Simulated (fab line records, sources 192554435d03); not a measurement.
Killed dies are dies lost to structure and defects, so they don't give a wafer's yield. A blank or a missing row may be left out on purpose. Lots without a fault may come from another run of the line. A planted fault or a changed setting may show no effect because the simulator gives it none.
Problem report in the 8D (eight disciplines) form, filled by code | flow n5_finfet | the parts of the form that need people (team, actions taken, sign-off) are left out

1. THE PROBLEM
bias_w at N5_HKMG_FIN_ETCH_55 reads a mean of 163.9 W on 6 wafers of 2 lots; wafers without a fault read 150.1 W with a standard deviation of 0.48. That is +29 standard deviations from the usual mean.
The step: etches SOC in N2/H2, target depth 240 nm, time 300 s.
First seen on wafer L589.2, day 6 04:23, on rie_diel-03. The record holds 18 wafers of 6 lots with a number at this step. Rule for "out", or "out of limits": more than 4 standard deviations from the usual mean. The other wafers with a number count as sound.

2. WHAT IT IS AND WHAT IT IS NOT
question                    | is                     | is not
which readings at this step | bias_w, rf_vpp_V       | drypump_motor_current_A, oes_product_au, showerhead_plenum_p_Torr, throttle_valve_pct
which lots                  | L589, L593             | L584, L586, L602, L604
which wafers of those lots  | all that have a number | -
read on which tools         | rie_diel-03            | rie_diel-04, rie_diel-05
when                        | from day 6 04:23       | up to then (6 sound wafers); but 6 sound wafers of L602, L604 came after

3. SUSPECTS, AND WHAT RULES EACH OUT
Counting: a tool at a process step up to the reading stays a suspect if it ran every lot that is out and no sound lot after the first of them.
- rie_diel-03 at N5_HKMG_FIN_DESCUM_53 (chemistry O2, time 7.9 s): kept. It ran every lot that is out, first L589 (day 6 04:17), and no sound lot after that; its last sound lot up to then is L586 (day 5 05:53).
- rie_diel-03 at N5_HKMG_FIN_ETCH_54 (etches SiARC in CF4, target depth 45.5 nm, time 75.8 s): kept. It ran every lot that is out, first L589 (day 6 04:19), and no sound lot after that; its last sound lot up to then is L586 (day 5 05:55).
- rie_diel-03 at N5_HKMG_FIN_ETCH_55 (etches SOC in N2/H2, target depth 240 nm, time 300 s): kept. It ran every lot that is out, first L589 (day 6 04:23), and no sound lot after that; its last sound lot up to then is L586 (day 5 05:58). Its own readings are out on those wafers: bias_w, rf_vpp_V.
Left after counting: rie_diel-03 at N5_HKMG_FIN_DESCUM_53, rie_diel-03 at N5_HKMG_FIN_ETCH_54, rie_diel-03 at N5_HKMG_FIN_ETCH_55.

4. THE CAUSE (what the simulator had put in)
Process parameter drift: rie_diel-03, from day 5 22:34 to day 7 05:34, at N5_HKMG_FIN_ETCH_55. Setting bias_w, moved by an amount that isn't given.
Counting left 3 suspects, and this tool is among them.

5. THE CHAIN OF EFFECTS, in route order
Each row: a reading whose mean over the struck wafers that have a number lies more than 3 standard deviations from the usual. Only readings for which the record gives a usual standard deviation are gone through. hours: the time from each lot's start at the first step in this table that gives one to its start at this step, as a median over the lots. sigmas: the change in usual standard deviations.
hours | step                | reading  | usual   | on struck wafers | change | sigmas
0     | N5_HKMG_FIN_ETCH_55 | bias_w   | 150.1 W | 163.9            | +13.8  | +29
0     | N5_HKMG_FIN_ETCH_55 | rf_vpp_V | 523 V   | 554              | +31    | +9.9
The process steps in it:
- N5_HKMG_FIN_ETCH_55: etches SOC in N2/H2, target depth 240 nm, time 300 s.
Later measuring or inspecting steps at which every struck wafer that the step has a row for has a number for every such reading, and none has moved that far: N5_BEOL_M4_RC_MEAS_101.

6. WHAT WOULD HAVE CAUGHT IT SOONER
In this record the first reading out of limits was taken at day 6 04:23, 6 hours after the fault began at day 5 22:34.
